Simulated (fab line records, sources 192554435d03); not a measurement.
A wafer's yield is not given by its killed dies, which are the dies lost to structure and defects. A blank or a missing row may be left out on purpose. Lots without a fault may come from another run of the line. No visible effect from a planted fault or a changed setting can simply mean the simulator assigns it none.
Comparing a struck lot with a sound one | flow n5 finfet | 15 out of 1938 route steps
Sound: the wafers L238.3, L238.5, L238.6. Struck: wafer L250.3 (L250.2, L250.6, from the same lot, were not struck and are left out); the cause is given at the end.
At each step with rows: each side's tool, then ch and its chambers, then its first start. Under that, the readings that differ: sound wafers | struck wafers | difference of the means | sigmas: that difference in standard deviations of wafers without a fault.
alike: same words and numbers on both sides, and readings whose means sit less than 2 such deviations apart. not compared: any withheld reading, any reading some wafer has no value for, any bound like >300 that may hide the same value, and any number with overlapping values for which the record gives no deviation.
The two part at a step that has a row with sigmas, a row that says differs or no value, or rows on one side only. Numbers that don't overlap but have no deviation are shown without sigmas and don't part them. A reading missing from all wafers of one side parts the sides only when that side holds two or more wafers.

first, 3 steps without rows for these wafers: N5_BEOL_M5_SRD_40 (time 30 s); N5_BEOL_M5_PRECLEAN_42 (cleans in residue remover, time 60 s); N5_BEOL_M5_SRD_43 (time 30 s).
N5_BEOL_M5_CD_MEAS_35: target cd 28 nm, target cd y 24 nm.
  struck on cd sem-02, day 11 23:21; sound on cd sem-02, day 8 19:25
  reading    | sound          | struck | difference | sigmas
  cd nm (nm) | 28.3 28.5 28.0 | 27.2   | -1.1       | -3
then, 1 step without rows for these wafers: N5_BEOL_M5_CURE_80 (cures SiCOH lowk, time 120 s).
N5_BEOL_M5_DEGAS_44: time 60 s.
  struck on pvd sputter-01, day 12 00:07; sound on pvd sputter-03, day 8 19:51
  alike: heater power w
N5_BEOL_M5_PRE_CLEAN_45: time 30 s.
  struck on pvd sputter-01, day 12 00:09; sound on pvd sputter-03, day 8 19:53
  alike: heater power w
N5_BEOL_M5_ALD_86: deposits TaN, pulse time 2 s, purge time 3 s, co reactant purge time 2 s.
  sound on ald metal-03 ch 0,3, day 8 19:57; struck on ald metal-04 ch 3, day 12 00:13
  alike: heater power w
  not compared: since wet clean h
then, 2 steps without rows for these wafers: N5_BEOL_M5_SURFACE_TREAT_87; N5_BEOL_M5_CVD_47 (deposits Co from CCTBA/H2, target thk 3 nm, time 216 s).
N5_BEOL_M5_SPUTTER_48: material Cu, target thk 15 nm, time 27.62 s.
  struck on pvd sputter-01, day 12 00:43; sound on pvd sputter-02, day 8 20:25
  alike: chamber pressure pa, chuck gas flow sccm, throttle valve pct
then, 1 step without rows for these wafers: N5_BEOL_M5_ANNEAL_49 (time 1800 s).
N5_BEOL_M5_SPUTTER_81: material Cu, target thk 15 nm, time 27.62 s.
  struck on pvd sputter-01, day 12 01:48; sound on pvd sputter-02, day 8 21:38
  reading                  | sound               | struck  | difference | sigmas
  chamber pressure pa (Pa) | 0.0698 0.06992 0.07 | 0.07491 | +0.00500   | +36
  alike: chuck gas flow sccm, throttle valve pct
N5_BEOL_M5_ANNEAL_82: time 1800 s.
  struck on pvd sputter-01, day 12 01:53; sound on pvd sputter-02, day 8 21:44
  alike: heater power w, susceptor_temp_C_max
after that, 1 step had no rows for these wafers: N5_PASSIVATION_PROBE_49.

== WHERE THEY PART ==
First at N5_BEOL_M5_CD_MEAS_35; last, within this record, at N5_BEOL_M5_SPUTTER_81. Later steps at which nothing parts them and some readings are alike: N5_BEOL_M5_ANNEAL_82.

WHY: the cause the simulator had injected
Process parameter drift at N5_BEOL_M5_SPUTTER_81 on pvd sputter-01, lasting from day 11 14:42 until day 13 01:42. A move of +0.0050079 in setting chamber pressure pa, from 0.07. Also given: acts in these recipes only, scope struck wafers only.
